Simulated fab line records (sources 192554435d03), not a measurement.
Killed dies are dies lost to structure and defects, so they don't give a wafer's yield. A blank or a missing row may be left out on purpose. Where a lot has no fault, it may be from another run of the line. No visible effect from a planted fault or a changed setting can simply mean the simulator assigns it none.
Matching of chambers | flow n5_finfet | N5_BEOL_M14_DEP_53 on pecvd-03 has 3 sister chambers
The step deposits SiCN from 3MS/NH3, target thk 50 nm, time 17.8 s. 6 wafers are shown with their chamber, then 8 later ones without.

## WAFERS PAIRED WITH THEIR CHAMBERS
wafer  | chamber | throttle_valve_pct (%) | showerhead_plenum_p_Torr (Torr)
L075.5 | 2       | 16.5                   | 4.177
L082.3 | 2       | 16.9                   | 4.181
L083.6 | 0       | 18.1                   | 4.202
L085.1 | 0       | 17.9                   | 4.197
L085.6 | 1       | 17.1                   | 4.175
L091.1 | 1       | 17.0                   | 4.172

## WAFERS WITH NO CHAMBER GIVEN
wafer  | throttle_valve_pct (%) | showerhead_plenum_p_Torr (Torr)
L091.3 | 16.9                   | 4.200
L091.6 | 16.8                   | 4.190
L092.1 | 17.2                   | 4.174
L092.2 | 18.2                   | 4.200
L092.5 | 16.8                   | 4.198
L096.1 | 17.0                   | 4.187
L096.3 | 18.1                   | 4.187
L096.5 | 18.2                   | 4.189

## WHICH CHAMBER EACH ONE RAN IN
wafer  | from the rows above     | in truth
L091.3 | can't be placed: 0 or 2 | 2
L091.6 | 2                       | 2
L092.1 | 1                       | 1
L092.2 | 0                       | 0
L092.5 | can't be placed: 0 or 2 | 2
L096.1 | can't be placed: 2 or 1 | 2
L096.3 | 0                       | 0
L096.5 | 0                       | 0
5 of 8 placed correctly. Unplaceable from these rows: 3, with the true chamber sitting among the candidates in 3. Number placed wrongly: 0.
How it was worked out, from the rows above alone: a wafer's distance from a chamber is the root of the sum, over the readings, of the square of ((its reading less the chamber's mean) divided by the reading's scatter). The wafer belongs to the nearest chamber; if the next one is less than 2 further off, it can't be placed. The mean given for a chamber averages the wafers shown for that chamber. The scatter: the root of (the sum of the squares of (reading less its chamber's mean) over the shown wafers, divided by (wafers less chambers)).
